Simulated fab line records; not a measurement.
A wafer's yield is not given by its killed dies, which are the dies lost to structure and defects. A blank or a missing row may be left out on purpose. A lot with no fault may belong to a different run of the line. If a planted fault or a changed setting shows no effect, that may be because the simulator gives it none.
Matching of chambers || flow nand-harc || NHARC_A_CONTACT_ETCH_102 on rie-diel-07: 4 sister chambers
The step etches the open film in CF4/O2, target depth 70 nm, overetch 7 nm, time 38.5 s. 4 wafers are shown with their chamber, then 9 later ones without.

## WAFERS PAIRED WITH THEIR CHAMBERS
{"wafer": "L080.2", "chamber": 0, "showerhead-plenum-p-Torr (Torr)": 1.30}
{"wafer": "L093.1", "chamber": 2, "showerhead-plenum-p-Torr (Torr)": 1.32}
{"wafer": "L093.4", "chamber": 3, "showerhead-plenum-p-Torr (Torr)": 1.43}
{"wafer": "L093.6", "chamber": 1, "showerhead-plenum-p-Torr (Torr)": 1.24}

## WAFERS MISSING THEIR CHAMBER
{"wafer": "L094.2", "showerhead-plenum-p-Torr (Torr)": 1.32}
{"wafer": "L094.3", "showerhead-plenum-p-Torr (Torr)": 1.43}
{"wafer": "L094.4", "showerhead-plenum-p-Torr (Torr)": 1.29}
{"wafer": "L095.1", "showerhead-plenum-p-Torr (Torr)": 1.43}
{"wafer": "L095.2", "showerhead-plenum-p-Torr (Torr)": 1.30}
{"wafer": "L095.4", "showerhead-plenum-p-Torr (Torr)": 1.32}
{"wafer": "L097.3", "showerhead-plenum-p-Torr (Torr)": 1.24}
{"wafer": "L097.5", "showerhead-plenum-p-Torr (Torr)": 1.32}
{"wafer": "L097.6", "showerhead-plenum-p-Torr (Torr)": 1.24}

## EACH ONE'S CHAMBER
{"wafer": "L094.2", "from the rows above": 2, "in truth": 2}
{"wafer": "L094.3", "from the rows above": 3, "in truth": 3}
{"wafer": "L094.4", "from the rows above": 0, "in truth": 0}
{"wafer": "L095.1", "from the rows above": 3, "in truth": 3}
{"wafer": "L095.2", "from the rows above": 0, "in truth": 0}
{"wafer": "L095.4", "from the rows above": 2, "in truth": 2}
{"wafer": "L097.3", "from the rows above": 1, "in truth": 1}
{"wafer": "L097.5", "from the rows above": 2, "in truth": 2}
{"wafer": "L097.6", "from the rows above": 1, "in truth": 1}
Correctly placed: 9 of 9. Number that these rows cannot place: 0. Wrongly placed: 0.
How it was worked out, from the rows above alone: a wafer's distance from a chamber is the root of the sum, over the readings, of the square of ((its reading less the chamber's mean) divided by the reading's scatter). If the next closest chamber is less than 2 further off than the closest, the wafer can't be placed; otherwise it belongs to the closest. Each chamber's mean is taken over the wafers shown for it. The scatter (one wafer shown for each chamber): square how far every hidden wafer sits from the nearest shown wafer, average those squares and take the square root.
